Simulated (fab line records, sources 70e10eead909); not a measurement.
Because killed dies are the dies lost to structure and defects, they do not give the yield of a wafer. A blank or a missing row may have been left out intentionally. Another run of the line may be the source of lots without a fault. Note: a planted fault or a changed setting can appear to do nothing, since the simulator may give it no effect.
fab line records	flow nand_harc
record lots=24	wafers=72	last_day=25
route steps=1159 shown A_CONTACT@904 A_BLC@978 A_M1@1038
lots that met no fault: taken from a fault-free run of the same line
start_h: the number of hours between the record's first day and the start of the first shown wafer of the lot	wait_h: hours since the lot's step before	" unchanged from the row above	L1.1+2: a row that stands for several wafers	- no value, or no start was given	* or withheld: withheld	< > ~ a bound
route shown NAME@n: names a module that has steps shown in the file, with the first one's number in the route	usual: the fault-free wafers' mean and standard deviation	same: alike in all rows	chamber/n: place in a boat	sites: readings site by site	_std_site: the values' standard deviation	_edge_site: inner sites' mean taken away from outer sites' mean	radius_mm: for every site, how far away it sits from the centre of the wafer	mask NAME#n: copy n	behind: the last tool/chamber to shape the wafer	hold: reason for holding the lot/hours on hold/outcome of the hold	device: names the non-switching transistor (n, p or np)	end of line: tests run on the same wafers once the route is complete	a step with no rows: only its recipe	killed: count of dies lost to structure and defects at first sort (not the wafer's yield)	map: the dies of a wafer, with x for killed, . for not killed, _ for no die there
set.NAME: the run value of the setting; set.NAME@STEP: its run value at that earlier step	model.NAME: the simulator's own value behind a step, which no gauge read
a sample of lots followed through the steps of the route, with each step as a table and each wafer as a row
services: a tool's chamber out of use, with start hour (start_h, from the record's first day; less than 0 if before it), hours out, and reason
## steps
# step NHARC_A_CONTACT_ETCH_124
# recipe source_w=withheld	pressure_mtorr=20	bias_v=withheld	time_s=140	target_depth_a=7000	ar_flow_sccm=withheld	c4f8_flow_sccm=withheld	o2_flow_sccm=withheld	chemistry=C4F8/O2/Ar
lot.wafer	tool	chamber	start_h	wait_h	rf_hours_counter_h
L075.2	har_cap_etch-02	0	380.42	-	12
L075.1	"	1	"	"	12
L075.3	"	1	"	"	-
L074.1	har_cap_etch-03	0	382.07	-	84
L074.6	"	1	"	"	-
L074.5	"	0	"	"	-
L077.2	har_cap_etch-01	1	386.06	-	55
L077.1	"	0	"	"	55
L077.6	"	0	"	"	-
L076.1	har_cap_etch-02	1	390.17	-	15
L076.3	"	0	"	"	-
L076.5	"	0	"	"	-
L079.2	har_cap_etch-01	0	391.56	-	57
L079.3	"	0	"	"	-
L079.6	"	1	"	"	-
L078.3	har_cap_etch-02	0	407.53	-	-
L078.4	"	1	"	"	-
L078.6	"	0	"	"	-
L081.4	har_cap_etch-02	1	419.73	-	-
L081.3	"	0	"	"	-
L081.6	"	0	"	"	-
L080.2	har_cap_etch-02	1	430.31	-	21
L080.4	"	1	"	"	-
L080.3	"	0	"	"	-
L083.1	har_cap_etch-03	1	431.93	-	92
L083.2	"	0	"	"	92
L083.5	"	0	"	"	-
L084.1	har_cap_etch-01	1	434.75	-	62
L084.5	"	0	"	"	-
L084.6	"	1	"	"	-
L082.1	har_cap_etch-02	1	436.08	-	22
L082.2	"	0	"	"	22
L082.5	"	1	"	"	-
L086.1	har_cap_etch-03	1	467.51	-	96
L086.3	"	0	"	"	-
L086.5	"	0	"	"	-
L087.2	har_cap_etch-02	0	468.49	-	25
L087.1	"	1	"	"	25
L087.3	"	1	"	"	-
L088.1	har_cap_etch-01	1	469.90	-	67
L088.2	"	0	"	"	67
L088.4	"	0	"	"	-
L085.2	har_cap_etch-03	0	471.26	-	97
L085.5	"	1	"	"	-
L085.6	"	0	"	"	-
L090.1	har_cap_etch-03	0	482.40	-	100
L090.3	"	1	"	"	-
L090.5	"	0	"	"	-
L091.4	har_cap_etch-02	1	486.00	-	-
L091.5	"	1	"	"	-
L091.6	"	0	"	"	-
L089.3	har_cap_etch-03	0	486.63	-	-
L089.6	"	0	"	"	-
L089.5	"	1	"	"	-
L092.1	har_cap_etch-03	0	494.66	-	102
L092.4	"	1	"	"	-
L092.3	"	0	"	"	-
L094.1	har_cap_etch-02	1	504.00	-	33
L094.3	"	1	"	"	-
L094.6	"	0	"	"	-
L093.1	har_cap_etch-03	1	506.31	-	105
L093.4	"	1	"	"	-
L093.3	"	0	"	"	-
L095.3	har_cap_etch-03	1	516.18	-	-
L095.6	"	1	"	"	-
L095.5	"	0	"	"	-
L096.1	har_cap_etch-01	1	516.67	-	75
L096.2	"	0	"	"	75
L096.3	"	1	"	"	-
L097.1	har_cap_etch-03	1	528.97	-	110
L097.4	"	0	"	"	-
L097.3	"	1	"	"	-
# step NHARC_A_CONTACT_DESCUM_13
# recipe time_s=3	o2_flow_sccm=200	ar_flow_sccm=0	bias_power_w=0	chemistry=O2
# usual drypump_motor_current_A=5.7/0.34	o2_flow_sccm=200.0/0.57	oes_product_au=1.000/0.012	rf_vpp_V=57.8/0.79	showerhead_plenum_p_Torr=1.91/0.074	throttle_valve_pct=11.313/0.0092
lot.wafer	tool	chamber	start_h	wait_h	drypump_motor_current_A	o2_flow_sccm	oes_product_au	rf_hours_counter_h	rf_vpp_V	showerhead_plenum_p_Torr	throttle_valve_pct
L075.2	rie_diel-13	1	386.12	0.1	5.6	199.3	1.002	21	58.2	2.00	11.319
L075.3	"	3	"	"	5.8	200.1	0.994	24	58.2	1.93	11.329
L075.1	"	0	"	"	5.7	200.0	0.978	23	56.9	1.77	11.327
L074.1	rie_diel-01	0	387.32	0.1	5.8	199.4	0.996	27	59.9	1.97	11.308
L074.5	"	3	"	"	6.6	200.2	0.987	-	57.2	1.99	11.330
L074.6	"	0	"	"	5.8	199.7	1.007	-	57.5	1.97	11.287
L077.1	rie_diel-13	2	391.74	0.1	5.9	200.1	1.016	25	58.1	1.89	11.310
L077.2	"	0	"	"	5.7	200.0	0.989	25	57.0	1.77	11.327
L077.6	"	2	"	"	5.8	199.3	1.023	-	57.2	1.89	11.324
L076.3	rie_diel-06	1	395.29	0.1	5.1	199.7	0.981	54	58.0	1.88	11.328
L076.1	"	2	"	"	5.9	200.3	1.008	56	57.9	1.88	11.315
L076.5	"	1	"	"	5.1	199.8	0.988	-	57.4	1.88	11.303
L079.3	rie_diel-13	3	396.96	0.1	5.9	200.2	0.989	27	57.2	1.93	11.318
L079.2	"	2	"	"	5.8	199.7	1.024	26	56.7	1.89	11.311
L079.6	"	2	"	"	5.8	200.4	1.020	-	57.9	1.89	11.315
L078.4	rie_diel-13	1	416.85	0.1	5.5	200.5	0.997	25	59.7	2.00	11.308
L078.3	"	2	"	"	5.9	199.1	1.021	30	56.6	1.89	11.313
L078.6	"	0	"	"	5.7	199.2	1.000	-	57.2	1.77	11.309
L081.4	rie_diel-06	2	428.66	0.1	5.9	199.5	1.010	1	57.5	1.88	11.322
L081.3	"	3	"	"	6.4	199.7	0.994	1	58.8	1.87	11.325
L081.6	"	2	"	"	5.9	199.4	1.005	-	57.8	1.88	11.306
L080.2	rie_diel-13	3	435.47	0.1	5.9	199.5	1.005	35	57.9	1.93	11.297
L080.3	"	0	"	"	5.7	200.9	1.006	35	57.5	1.77	11.322
L080.4	"	1	"	"	5.6	200.5	1.001	30	57.4	2.00	11.323
L083.2	rie_diel-06	2	437.90	0.1	5.9	199.7	1.001	4	56.8	1.87	11.300
L083.1	"	0	"	"	5.6	200.8	0.983	5	56.9	1.89	11.300
L083.5	"	1	"	"	5.1	199.4	0.988	-	57.9	1.88	11.311
L084.1	rie_diel-13	0	439.95	0.1	5.7	199.3	0.994	36	57.2	1.77	11.327
L084.6	"	2	"	"	5.8	199.8	1.020	-	57.4	1.89	11.313
L084.5	"	3	"	"	5.8	199.0	0.993	-	57.4	1.93	11.319
L082.1	rie_diel-13	3	441.55	0.1	5.8	199.8	1.006	36	58.9	1.93	11.317
L082.2	"	2	"	"	5.9	199.9	1.015	35	57.1	1.89	11.307
L082.5	"	0	"	"	5.7	200.0	1.001	-	57.7	1.77	11.309
L086.3	rie_diel-06	3	473.33	0.1	6.4	199.0	0.985	22	59.6	1.86	11.328
L086.1	"	0	"	"	5.7	199.2	0.998	22	57.3	1.88	11.330
L086.5	"	0	"	"	5.6	199.1	0.982	-	57.3	1.88	11.309
L087.3	rie_diel-13	3	473.96	0.1	5.9	200.4	1.011	3	58.3	1.93	11.312
L087.2	"	1	"	"	5.5	199.5	0.993	3	57.8	1.99	11.317
L087.1	"	2	"	"	5.8	199.5	1.000	3	57.7	1.89	11.320
L088.4	rie_diel-06	2	476.74	0.1	5.8	200.5	1.017	20	56.1	1.87	11.319
L088.1	"	3	"	"	6.4	200.8	0.996	24	57.4	1.86	11.307
L088.2	"	1	"	"	5.1	200.0	1.000	19	57.7	1.87	11.328
L085.2	rie_diel-13	2	477.87	0.1	5.8	200.6	0.998	4	57.9	1.89	11.320
L085.5	"	3	"	"	5.9	199.4	1.008	-	57.3	1.93	11.305
L085.6	"	0	"	"	5.6	201.0	0.989	-	58.9	2.08	11.324
L090.1	rie_diel-06	0	492.07	0.1	5.6	199.7	0.982	26	58.0	1.88	11.308
L090.3	"	1	"	"	5.1	200.3	1.005	22	56.7	1.87	11.311
L090.5	"	1	"	"	5.1	200.5	1.005	-	58.0	1.87	11.298
L091.4	rie_diel-06	1	493.13	0.1	5.1	200.0	1.013	22	58.4	1.87	11.307
L091.5	"	3	"	"	6.4	200.4	0.996	-	57.5	1.86	11.310
L091.6	"	0	"	"	5.6	199.0	1.000	-	56.5	1.88	11.306
L089.3	rie_diel-13	3	494.52	0.1	5.8	200.5	1.018	7	57.9	1.92	11.318
L089.6	"	1	"	"	5.6	200.2	0.984	-	57.8	1.99	11.311
L089.5	"	2	"	"	5.8	201.4	0.996	-	57.1	1.88	11.308
L092.3	rie_diel-13	3	500.39	0.1	5.8	199.6	1.010	9	57.4	1.92	11.320
L092.4	"	0	"	"	5.7	200.1	1.008	9	57.5	2.07	11.307
L092.1	"	2	"	"	5.8	200.4	1.005	9	57.3	1.88	11.310
L094.1	rie_diel-13	1	509.46	0.1	5.6	199.9	0.994	11	59.3	1.99	11.313
L094.3	"	2	"	"	5.9	200.3	0.990	12	56.4	1.88	11.313
L094.6	"	0	"	"	5.7	200.5	0.987	-	59.1	2.07	11.318
L093.1	rie_diel-13	3	511.64	0.1	5.9	201.3	1.013	12	57.9	1.92	11.326
L093.4	"	0	"	"	5.7	199.2	0.992	11	59.0	2.07	11.311
L093.3	"	1	"	"	5.6	200.3	1.003	12	59.1	1.99	11.312
L095.3	rie_diel-06	1	521.64	0.1	5.1	200.0	1.011	35	57.4	1.87	11.311
L095.6	"	2	"	"	5.9	199.2	1.008	-	55.9	1.87	11.304
L095.5	"	3	"	"	6.4	199.1	0.982	-	57.4	1.85	11.298
L096.1	rie_diel-13	0	522.30	0.1	5.7	199.9	0.993	14	58.4	2.07	11.320
L096.2	"	1	"	"	5.6	200.0	0.994	15	58.0	1.99	11.305
L096.3	"	2	"	"	5.8	199.0	1.004	15	57.7	1.88	11.308
L097.1	rie_diel-01	2	534.43	0.1	5.2	199.9	1.002	15	57.9	1.94	11.306
L097.4	"	3	"	"	6.6	200.5	1.003	16	57.2	1.97	11.309
L097.3	"	1	"	"	5.0	200.0	1.018	16	59.2	1.84	11.329
# step NHARC_A_CONTACT_CD_MEAS_15
# usual cd_nm=89.8/0.61
lot.wafer	tool	chamber	start_h	wait_h	cd_nm
L075.1	cd_sem-02	-	388.42	-	90.2
L075.2	"	-	"	"	90.3
L075.3	"	-	"	"	90.6
L074.1	cd_sem-02	-	389.61	-	91.1
L074.5	"	-	"	"	89.6
L074.6	"	-	"	"	90.2
L077.1	cd_sem-03	-	394.45	-	89.0
L077.2	"	-	"	"	89.0
L077.6	"	-	"	"	90.0
L076.1	cd_sem-02	-	398.02	-	90.2
L076.3	"	-	"	"	90.2
L076.5	"	-	"	"	89.5
L079.2	cd_sem-03	-	399.78	-	90.5
L079.3	"	-	"	"	89.5
L079.6	"	-	"	"	90.0
L078.3	cd_sem-03	-	419.15	-	90.1
L078.4	"	-	"	"	89.3
L078.6	"	-	"	"	90.1
L081.3	cd_sem-03	-	431.02	-	89.5
L081.4	"	-	"	"	90.0
L081.6	"	-	"	"	89.2
L080.2	cd_sem-01	-	437.76	-	89.3
L080.3	"	-	"	"	90.3
L080.4	"	-	"	"	89.4
L083.1	cd_sem-03	-	440.21	-	89.2
L083.2	"	-	"	"	90.3
L083.5	"	-	"	"	89.9
L084.1	cd_sem-01	-	442.51	-	88.8
L084.5	"	-	"	"	89.3
L084.6	"	-	"	"	90.4
L082.1	cd_sem-03	-	444.39	-	89.9
L082.2	"	-	"	"	90.7
L082.5	"	-	"	"	89.3
L086.1	cd_sem-02	-	475.77	-	90.0
L086.3	"	-	"	"	91.0
L086.5	"	-	"	"	90.2
L087.1	cd_sem-03	-	476.61	-	89.6
L087.2	"	-	"	"	90.1
L087.3	"	-	"	"	89.7
L088.1	cd_sem-02	-	479.04	-	88.4
L088.2	"	-	"	"	89.4
L088.4	"	-	"	"	88.6
L085.2	cd_sem-01	-	480.16	-	88.9
L085.5	"	-	"	"	89.2
L085.6	"	-	"	"	89.3
L090.1	cd_sem-01	-	494.44	-	89.6
L090.3	"	-	"	"	89.8
L090.5	"	-	"	"	90.8
L091.4	cd_sem-03	-	495.63	-	89.5
L091.5	"	-	"	"	90.0
L091.6	"	-	"	"	89.1
L089.3	cd_sem-03	-	497.10	-	89.4
L089.5	"	-	"	"	89.5
L089.6	"	-	"	"	89.6
L092.1	cd_sem-03	-	502.81	-	89.5
L092.3	"	-	"	"	89.9
L092.4	"	-	"	"	90.2
L094.1	cd_sem-01	-	511.73	-	89.6
L094.3	"	-	"	"	90.3
L094.6	"	-	"	"	89.9
L093.1	cd_sem-02	-	514.31	-	88.5
L093.3	"	-	"	"	88.8
L093.4	"	-	"	"	89.0
L095.3	cd_sem-02	-	523.94	-	89.6
L095.5	"	-	"	"	89.3
L095.6	"	-	"	"	89.0
L096.1	cd_sem-02	-	525.01	-	90.3
L096.2	"	-	"	"	90.5
L096.3	"	-	"	"	90.4
L097.1	cd_sem-03	-	537.08	-	89.3
L097.3	"	-	"	"	89.1
L097.4	"	-	"	"	90.3
# step NHARC_A_BLC_ETCH_16
# recipe target_depth_a=390	over_etch_frac=0.3	time_s=65	ion_energy_ev=80	cf4_flow_sccm=150	ar_flow_sccm=0	rf_w=300	bias_w=100	chemistry=CF4
# usual drypump_motor_current_A=5.9/0.39	oes_product_au=1.000/0.013	rf_vpp_V=151.1/1.1	showerhead_plenum_p_Torr=1.75/0.072	throttle_valve_pct=13.285/0.0092
lot.wafer	tool	chamber	start_h	wait_h	drypump_motor_current_A	oes_product_au	rf_hours_counter_h	rf_vpp_V	showerhead_plenum_p_Torr	throttle_valve_pct
L075.1	rie_diel-07	1	391.66	0.1	5.6	0.987	18	151.0	1.67	13.287
L075.3	"	2	"	"	6.4	1.011	19	149.4	1.73	13.292
L075.2	"	3	"	"	5.7	1.006	19	150.8	1.80	13.275
L074.1	rie_diel-11	3	395.77	0.1	5.0	0.993	2	148.5	1.65	13.296
L074.6	"	2	"	"	5.3	0.993	-	151.9	1.73	13.285
L074.5	"	3	"	"	5.0	0.997	-	149.5	1.65	13.286
L077.2	rie_diel-07	1	400.28	0.1	5.6	1.009	19	149.3	1.67	13.311
L077.1	"	3	"	"	5.7	1.021	19	151.9	1.80	13.295
L077.6	"	2	"	"	6.4	1.013	-	150.8	1.73	13.290
L076.3	rie_diel-11	0	401.27	0.1	5.8	1.008	2	152.6	1.82	13.297
L076.1	"	1	"	"	6.4	1.015	2	151.5	1.81	13.287
L076.5	"	0	"	"	5.8	1.012	-	150.7	1.82	13.286
L079.2	rie_diel-07	2	403.51	0.2	6.5	0.996	21	150.5	1.73	13.290
L079.3	"	3	"	"	5.7	1.013	20	151.3	1.80	13.268
L079.6	"	1	"	"	5.6	0.993	-	150.5	1.67	13.291
L078.3	rie_diel-11	2	422.38	0.1	5.3	0.983	5	151.8	1.73	13.271
L078.6	"	0	"	"	5.8	1.010	-	151.3	1.82	13.286
L078.4	"	2	"	"	5.3	0.982	-	151.4	1.73	13.268
L081.4	rie_diel-07	1	434.76	0.1	5.6	0.997	2	149.8	1.67	13.298
L081.3	"	3	"	"	5.7	1.000	2	151.4	1.80	13.288
L081.6	"	1	"	"	5.6	1.013	-	150.6	1.67	13.277
L080.3	rie_diel-07	0	447.86	0.1	6.0	1.003	3	152.6	1.85	13.289
L080.2	"	2	"	"	6.5	0.975	3	150.9	1.73	13.287
L080.4	"	3	"	"	5.7	1.010	3	151.5	1.80	13.294
L083.2	rie_diel-02	0	448.49	0.1	5.9	0.999	37	149.3	1.66	13.277
L083.1	"	1	"	"	6.1	0.999	38	151.1	1.84	13.271
L083.5	"	3	"	"	6.0	0.996	-	149.4	1.66	13.295
L084.1	rie_diel-11	3	454.01	0.1	5.0	1.000	6	149.6	1.65	13.266
L084.5	"	1	"	"	6.4	1.010	-	152.5	1.81	13.263
L084.6	"	2	"	"	5.3	0.994	-	149.9	1.73	13.278
L082.1	rie_diel-07	3	454.79	0.1	5.7	1.024	4	151.7	1.80	13.286
L082.2	"	1	"	"	5.6	1.002	4	149.9	1.67	13.286
L082.5	"	3	"	"	5.7	1.009	-	151.8	1.80	13.289
L086.3	rie_diel-07	0	484.56	0.1	6.0	1.001	7	152.5	1.85	13.297
L086.1	"	1	"	"	5.6	1.002	7	151.6	1.67	13.283
L086.5	"	1	"	"	5.6	1.008	-	151.3	1.67	13.273
L087.1	rie_diel-02	0	485.31	0.1	6.0	0.983	50	151.9	1.66	13.298
L087.2	"	1	"	"	6.2	0.999	52	152.8	1.84	13.276
L087.3	"	2	"	"	5.7	0.988	51	151.4	1.72	13.287
L088.4	rie_diel-07	0	494.79	0.1	6.0	1.001	8	151.2	1.85	13.281
L088.2	"	1	"	"	5.6	1.003	8	151.5	1.67	13.286
L088.1	"	2	"	"	6.4	0.973	8	150.8	1.73	13.295
L085.2	rie_diel-11	1	495.55	0.1	6.4	1.013	11	151.6	1.81	13.284
L085.5	"	0	"	"	5.8	1.016	-	152.4	1.81	13.273
L085.6	"	1	"	"	6.4	1.004	-	151.1	1.81	13.281
L091.4	rie_diel-07	0	504.99	0.1	6.0	1.005	9	153.1	1.85	13.289
L091.6	"	3	"	"	5.7	1.024	-	152.0	1.80	13.272
L091.5	"	0	"	"	6.0	0.997	-	153.2	1.84	13.272
L090.1	rie_diel-11	0	505.45	0.1	5.9	1.012	12	151.5	1.81	13.277
L090.3	"	1	"	"	6.4	1.003	12	150.7	1.81	13.283
L090.5	"	3	"	"	5.0	0.995	-	149.9	1.65	13.284
L089.3	rie_diel-07	2	506.98	0.1	6.4	0.978	9	151.5	1.73	13.290
L089.6	"	1	"	"	5.6	0.992	-	148.6	1.67	13.303
L089.5	"	2	"	"	6.4	0.972	-	151.4	1.73	13.285
L092.3	rie_diel-07	3	516.50	0.1	5.7	1.025	9	151.9	1.80	13.275
L092.4	"	1	"	"	5.6	0.994	10	150.8	1.67	13.287
L092.1	"	2	"	"	6.4	0.980	10	150.6	1.73	13.292
L094.1	rie_diel-11	3	520.31	0.1	5.0	0.995	14	149.0	1.65	13.287
L094.3	"	0	"	"	5.8	1.013	14	151.8	1.81	13.281
L094.6	"	0	"	"	5.8	0.998	-	152.2	1.81	13.286
L093.3	rie_diel-02	2	521.14	0.2	5.7	0.977	2	148.9	1.71	13.295
L093.1	"	0	"	"	5.9	1.000	2	150.9	1.65	13.296
L093.4	"	1	"	"	6.1	0.994	3	153.2	1.83	13.295
L095.3	rie_diel-02	3	529.57	0.1	6.0	0.990	7	150.1	1.65	13.293
L095.6	"	0	"	"	5.9	0.983	-	150.0	1.65	13.272
L095.5	"	1	"	"	6.1	1.000	-	152.2	1.83	13.282
L096.3	rie_diel-07	1	529.91	0.1	5.6	1.004	11	149.9	1.67	13.290
L096.2	"	3	"	"	5.8	1.024	10	151.1	1.80	13.304
L096.1	"	0	"	"	6.0	1.004	11	151.6	1.84	13.276
L097.1	rie_diel-07	1	543.70	0.1	5.6	0.985	12	149.2	1.67	13.265
L097.4	"	2	"	"	6.4	0.978	12	150.2	1.73	13.283
L097.3	"	3	"	"	5.7	1.012	11	152.0	1.79	13.275
# step NHARC_A_BLC_ETCH_18
# recipe target_depth_a=9100	c4f8_flow_sccm=20	o2_flow_sccm=10	ar_flow_sccm=withheld	rf_w=600	bias_w=1500	chemistry=C4F8/O2/Ar
# usual oes_product_au=0.953/0.023	rf_vpp_V=977/5.6
lot.wafer	tool	chamber	start_h	wait_h	oes_product_au	rf_hours_counter_h	rf_vpp_V
L075.3	rie_diel-07	0	-	-	0.982	17	984
L075.2	"	1	"	"	0.972	19	970
L075.1	"	2	"	"	0.992	19	977
L074.1	rie_diel-11	2	-	-	0.959	2	976
L074.6	"	0	"	"	0.972	-	982
L074.5	"	1	"	"	0.957	-	982
L077.2	rie_diel-07	2	-	-	0.965	20	974
L077.1	"	1	"	"	0.958	19	969
L077.6	"	3	"	"	0.996	-	981
L076.3	rie_diel-11	3	-	-	0.925	2	968
L076.1	"	0	"	"	0.956	2	982
L076.5	"	1	"	"	0.930	-	983
L079.3	rie_diel-07	2	-	-	0.927	21	973
L079.2	"	0	"	"	0.934	19	985
L079.6	"	1	"	"	0.919	-	969
L078.3	rie_diel-11	0	-	-	0.984	5	981
L078.4	"	0	"	"	0.969	-	982
L078.6	"	2	"	"	0.943	-	976
L081.4	rie_diel-07	1	-	-	0.964	3	969
L081.3	"	3	"	"	0.980	3	980
L081.6	"	1	"	"	0.970	-	970
L080.4	rie_diel-07	1	-	-	0.958	3	970
L080.2	"	2	"	"	0.955	3	975
L080.3	"	3	"	"	0.984	3	979
L083.2	rie_diel-02	3	-	-	0.967	42	969
L083.1	"	1	"	"	0.968	38	983
L083.5	"	3	"	"	0.970	-	968
L084.1	rie_diel-11	2	-	-	0.951	7	976
L084.5	"	0	"	"	0.978	-	982
L084.6	"	1	"	"	0.971	-	980
L082.2	rie_diel-07	1	-	-	0.959	4	969
L082.1	"	2	"	"	0.957	4	975
L082.5	"	1	"	"	0.964	-	971
L086.3	rie_diel-07	1	-	-	0.961	8	969
L086.1	"	0	"	"	0.964	7	984
L086.5	"	1	"	"	0.955	-	971
L087.3	rie_diel-02	1	-	-	0.918	52	985
L087.1	"	3	"	"	0.907	56	968
L087.2	"	0	"	"	0.917	50	970
L088.2	rie_diel-07	2	-	-	0.934	8	975
L088.1	"	0	"	"	0.950	8	984
L088.4	"	2	"	"	0.940	-	975
L085.2	rie_diel-11	0	-	-	0.962	11	982
L085.5	"	1	"	"	0.950	-	982
L085.6	"	2	"	"	0.951	-	976
L091.4	rie_diel-07	2	-	-	0.951	9	974
L091.5	"	3	"	"	0.979	-	981
L091.6	"	0	"	"	0.982	-	984
L090.1	rie_diel-11	3	-	-	0.918	11	969
L090.3	"	1	"	"	0.929	13	981
L090.5	"	3	"	"	0.919	-	968
L089.3	rie_diel-07	0	-	-	0.928	10	985
L089.5	"	1	"	"	0.921	-	970
L089.6	"	2	"	"	0.907	-	975
L092.3	rie_diel-07	0	-	-	0.945	10	983
L092.1	"	1	"	"	0.955	11	971
L092.4	"	2	"	"	0.946	10	976
L094.1	rie_diel-11	2	-	-	0.948	13	977
L094.3	"	0	"	"	0.987	15	982
L094.6	"	2	"	"	0.954	-	975
L093.3	rie_diel-02	0	-	-	0.944	3	969
L093.4	"	2	"	"	0.933	3	973
L093.1	"	3	"	"	0.959	3	968
L095.3	rie_diel-02	1	-	-	0.969	8	982
L095.5	"	3	"	"	0.959	-	968
L095.6	"	0	"	"	0.959	-	969
L096.2	rie_diel-07	3	-	-	0.983	10	980
L096.3	"	0	"	"	0.936	11	984
L096.1	"	1	"	"	0.935	11	971
L097.3	rie_diel-07	1	-	-	0.925	12	970
L097.1	"	2	"	"	0.909	12	976
L097.4	"	3	"	"	0.948	11	980
# step NHARC_A_M1_INSPECT_11
# usual raw_defect_count=31/13
lot.wafer	tool	chamber	start_h	wait_h	raw_defect_count
L075.1	defect_inspect-01	-	400.89	0.0	27
L075.2	"	-	"	"	30
L075.3	"	-	"	"	41
L074.1	defect_inspect-02	-	404.84	0.0	23
L074.5	"	-	"	"	9
L074.6	"	-	"	"	22
L077.1	defect_inspect-02	-	408.28	0.0	18
L077.2	"	-	"	"	19
L077.6	"	-	"	"	19
L076.1	defect_inspect-02	-	409.55	0.0	29
L076.3	"	-	"	"	27
L076.5	"	-	"	"	35
L079.2	defect_inspect-02	-	411.78	0.0	26
L079.3	"	-	"	"	24
L079.6	"	-	"	"	28
L078.3	defect_inspect-01	-	435.37	0.0	9
L078.4	"	-	"	"	12
L078.6	"	-	"	"	9
L081.3	defect_inspect-02	-	442.67	0.0	42
L081.4	"	-	"	"	44
L081.6	"	-	"	"	42
L080.2	defect_inspect-02	-	459.83	0.0	25
L080.3	"	-	"	"	24
L080.4	"	-	"	"	32
L083.1	defect_inspect-02	-	462.53	0.0	18
L083.2	"	-	"	"	19
L083.5	"	-	"	"	15
L084.1	defect_inspect-02	-	466.53	0.0	31
L084.5	"	-	"	"	33
L084.6	"	-	"	"	30
L082.1	defect_inspect-01	-	467.35	0.0	38
L082.2	"	-	"	"	33
L082.5	"	-	"	"	32
L086.1	defect_inspect-01	-	503.90	0.0	39
L086.3	"	-	"	"	53
L086.5	"	-	"	"	28
L087.1	defect_inspect-01	-	504.41	0.0	43
L087.2	"	-	"	"	35
L087.3	"	-	"	"	33
L088.1	defect_inspect-02	-	509.77	0.0	36
L088.2	"	-	"	"	35
L088.4	"	-	"	"	32
L085.2	defect_inspect-02	-	510.23	0.0	36
L085.5	"	-	"	"	34
L085.6	"	-	"	"	30
L091.4	defect_inspect-01	-	521.24	0.0	29
L091.5	"	-	"	"	28
L091.6	"	-	"	"	30
L090.1	defect_inspect-02	-	522.08	0.0	44
L090.3	"	-	"	"	46
L090.5	"	-	"	"	55
L089.3	defect_inspect-02	-	522.82	0.0	16
L089.5	"	-	"	"	11
L089.6	"	-	"	"	10
L092.1	defect_inspect-02	-	529.92	0.0	45
L092.3	"	-	"	"	39
L092.4	"	-	"	"	39
L094.1	defect_inspect-02	-	530.07	0.0	39
L094.3	"	-	"	"	38
L094.6	"	-	"	"	47
L093.1	defect_inspect-02	-	533.08	0.0	19
L093.3	"	-	"	"	8
L093.4	"	-	"	"	15
L096.1	defect_inspect-01	-	540.35	0.0	42
L096.2	"	-	"	"	36
L096.3	"	-	"	"	35
L095.3	defect_inspect-01	-	540.97	0.0	53
L095.5	"	-	"	"	65
L095.6	"	-	"	"	59
L097.1	defect_inspect-02	-	556.74	0.0	46
L097.3	"	-	"	"	29
L097.4	"	-	"	"	39
## services
tool	chamber	start_h	hours	kind
rie_diel-11	-	366.56	9.0	pm
rie_diel-02	0	369.04	2.8	repair
rie_diel-02	1	376.46	9.8	repair
rie_diel-07	1	377.19	1.6	repair
rie_diel-02	2	382.81	3.4	repair
rie_diel-07	-	388.79	0.7	repair
rie_diel-13	1	390.38	7.0	repair
rie_diel-01	0	397.52	9.4	repair
rie_diel-07	-	405.20	9.0	pm
rie_diel-06	-	418.30	9.0	pm
rie_diel-11	3	421.63	3.0	repair
rie_diel-01	2	436.81	3.8	repair
rie_diel-01	3	442.06	2.8	repair
rie_diel-13	1	443.64	8.4	repair
rie_diel-13	-	453.03	9.0	pm
rie_diel-02	2	457.30	9.3	repair
rie_diel-01	-	471.56	2.4	repair
rie_diel-01	3	487.87	8.2	repair
rie_diel-01	-	491.80	9.0	pm
rie_diel-11	2	500.99	8.2	repair
rie_diel-02	-	504.75	9.0	pm
rie_diel-07	-	520.18	6.1	repair
rie_diel-11	3	541.44	5.5	repair
rie_diel-11	-	543.56	9.0	pm
## key
fault none
